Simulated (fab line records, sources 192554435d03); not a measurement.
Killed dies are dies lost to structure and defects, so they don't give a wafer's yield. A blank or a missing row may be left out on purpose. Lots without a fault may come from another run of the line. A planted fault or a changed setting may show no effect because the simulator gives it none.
Chamber matching | flow n5_finfet | N5_BEOL_M4_STRIP_19 on rie_diel-06: 4 sister chambers
The step strips in O2. 16 wafers are shown with their chamber, then 8 later ones without.

WAFERS WITH THEIR CHAMBER
wafer  | chamber | drypump_motor_current_A (A) | showerhead_plenum_p_Torr (Torr) | throttle_valve_pct (%)
L074.1 | 1       | 6.2                         | 2.24                            | 16.73
L074.4 | 2       | 5.8                         | 2.08                            | 16.93
L074.5 | 3       | 5.7                         | 2.17                            | 17.14
L076.1 | 3       | 5.7                         | 2.16                            | 17.14
L076.2 | 0       | 4.8                         | 2.22                            | 16.79
L076.4 | 1       | 6.3                         | 2.23                            | 16.72
L077.1 | 0       | 4.8                         | 2.22                            | 16.80
L077.2 | 3       | 5.7                         | 2.16                            | 17.14
L077.5 | 0       | 4.8                         | 2.22                            | 16.78
L078.2 | 3       | 5.7                         | 2.16                            | 17.16
L078.4 | 0       | 4.8                         | 2.22                            | 16.80
L078.6 | 1       | 6.2                         | 2.23                            | 16.73
L085.1 | 0       | 4.8                         | 2.21                            | 16.81
L085.3 | 1       | 6.2                         | 2.23                            | 16.77
L085.5 | 0       | 4.8                         | 2.21                            | 16.83
L087.1 | 0       | 4.8                         | 2.21                            | 16.86

SIGNATURES (means of the wafers above)
reading                  | chamber 0 | chamber 1 | chamber 2 | chamber 3 | scatter within a chamber
drypump_motor_current_A  | 4.800     | 6.225     | 5.800     | 5.700     | 0.025
showerhead_plenum_p_Torr | 2.2157    | 2.2325    | 2.0800    | 2.1625    | 0.00518
throttle_valve_pct       | 16.8100   | 16.7375   | 16.9300   | 17.1450   | 0.0227
Rule: a wafer's distance from a chamber is the root of the sum, over the readings, of the square of ((its reading less the chamber's mean) divided by the reading's scatter). The wafer belongs to the nearest chamber; if the next one is less than 2 further off, it can't be placed. The scatter: the root of (the sum of the squares of (reading less its chamber's mean) over the shown wafers, divided by (wafers less chambers)).

WAFERS WITHOUT THEIR CHAMBER
wafer  | drypump_motor_current_A (A) | showerhead_plenum_p_Torr (Torr) | throttle_valve_pct (%)
L087.3 | 5.8                         | 2.07                            | 16.94
L087.6 | 6.2                         | 2.23                            | 16.76
L091.2 | 4.8                         | 2.21                            | 16.85
L091.5 | 5.7                         | 2.15                            | 16.71
L091.6 | 4.8                         | 2.21                            | 16.86
L097.1 | 6.2                         | 2.21                            | 16.82
L097.3 | 4.8                         | 2.20                            | 16.88
L097.5 | 4.8                         | 2.20                            | 16.88

WHICH CHAMBER EACH WENT THROUGH
wafer  | from the rows above | in truth
L087.3 | 2                   | 2
L087.6 | 1                   | 1
L091.2 | 0                   | 0
L091.5 | 2                   | 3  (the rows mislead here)
L091.6 | 0                   | 0
L097.1 | 1                   | 1
L097.3 | 0                   | 0
L097.5 | 0                   | 0
Placed correctly: 7 of 8. Can't be placed from these rows: 0. Placed wrongly: 1.
